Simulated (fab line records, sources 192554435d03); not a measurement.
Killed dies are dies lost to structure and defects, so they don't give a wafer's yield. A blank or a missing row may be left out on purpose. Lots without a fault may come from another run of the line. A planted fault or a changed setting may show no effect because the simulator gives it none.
Split-lot experiment | flow n5_finfet | 7 lots, 21 wafers read, on a route of 1938 steps

THE SPLIT
At N5_BEOL_M11_ETCH_41 (etches SiCN in CH3F/O2, target depth 42.6 nm, time 86 s), the setting time_s was moved away from the recipe's 86 s on 10 of the 21 wafers read, by -16.9% to +14.5%. The other wafers ran this setting at the recipe's value.

The reading is taken at the split's own step.

THE READING
etch.depth_nm (the simulator's own value, which no gauge read), in nm, at N5_BEOL_M11_ETCH_41 (etches SiCN in CH3F/O2, target depth 42.6 nm, time 86 s). The file gives no usual value for it. The 11 wafers here that ran the recipe average 32.67 nm, standard deviation 0.48 nm.

wafer  | tool, chamber at the split | time_s as run, s | against the recipe | etch.depth_nm, nm | against lot-mates on the recipe
L075.1 | rie_diel-04, 1             | 86               | recipe             | 33.18             | -
L075.4 | rie_diel-04, 2             | 71.44            | -16.9%             | 26.17             | -7.01
L075.5 | rie_diel-04, 3             | 71.44            | -16.9%             | 27.54             | -5.64
L083.2 | rie_diel-04, 0             | 74.21            | -13.7%             | 27.27             | -5.29
L083.4 | rie_diel-04, 3             | 86               | recipe             | 32.56             | -
L083.6 | rie_diel-04, 0             | 74.21            | -13.7%             | 27.45             | -5.11
L082.1 | rie_diel-04, 1             | 86               | recipe             | 33.15             | -
L082.4 | rie_diel-04, 2             | 77.13            | -10.3%             | 29.85             | -3.30
L082.5 | rie_diel-04, 1             | 77.13            | -10.3%             | 29.67             | -3.48
L090.1 | rie_diel-05, 0             | 86               | recipe             | 33.14             | -
L090.3 | rie_diel-05, 3             | 77.6             | -9.8%              | 29.05             | -4.08
L090.6 | rie_diel-05, 0             | 86               | recipe             | 33.12             | -
L094.1 | rie_diel-05, 1             | 86               | recipe             | 31.97             | -
L094.2 | rie_diel-05, 3             | 86               | recipe             | 32.11             | -
L094.6 | rie_diel-05, 3             | 86               | recipe             | 32.04             | -
L096.2 | rie_diel-04, 1             | 73.29            | -14.8%             | 27.96             | -4.28
L096.4 | rie_diel-04, 0             | 86               | recipe             | 32.24             | -
L096.6 | rie_diel-04, 3             | 73.29            | -14.8%             | 27.82             | -4.42
L092.1 | rie_diel-04, 2             | 98.45            | +14.5%             | 38.23             | +5.28
L092.2 | rie_diel-04, 1             | 86               | recipe             | 33.15             | -
L092.4 | rie_diel-04, 3             | 86               | recipe             | 32.75             | -

THE FIT
A straight line over all 21 wafers: etch.depth_nm changes by +0.352 nm for each +1% of time_s; r = +0.98; the points scatter about the line by 0.54 nm.
The same after taking each lot's own level away (the mean of its wafers on the recipe; 21 wafers): +0.354 nm for each +1%; r = +0.99; scatter 0.44 nm.
On that fit, the largest move of time_s shifts the reading by 6 nm.
The lots' own levels span 32.040 to 33.180 nm, that is 2.4 times the standard deviation above.
So the lot-to-lot level changes the slope little: the two slopes agree.
Check: with one of the wafers moved furthest among these (-16.9%) left out of the fit, the line predicts -5.79 nm for it against its lot-mates. It came out at -7.01 nm against them.

OTHER SPLITS ON THESE WAFERS
These wafers also went through other splits before the reading. Each is held against what the fit with the lots' levels taken away leaves over:
other split on the same wafers    | wafers away from the commonest value | r with etch.depth_nm (lot level and that fit taken away)
N5_BEOL_M8_ETCH_66 bias_w         | 9                                    | +0.28
N5_BEOL_M9_COAT_22 spin_rpm       | 3                                    | +0.25
N5_BEOL_M10_VIA_ETCH_34 time_s    | 9                                    | -0.10
N5_BEOL_M11_TRENCH_ETCH_37 time_s | 11                                   | -0.11

THE FILE'S OWN FIT
etch.depth_nm changes by +0.357 nm for each +1% of time_s, r = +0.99.
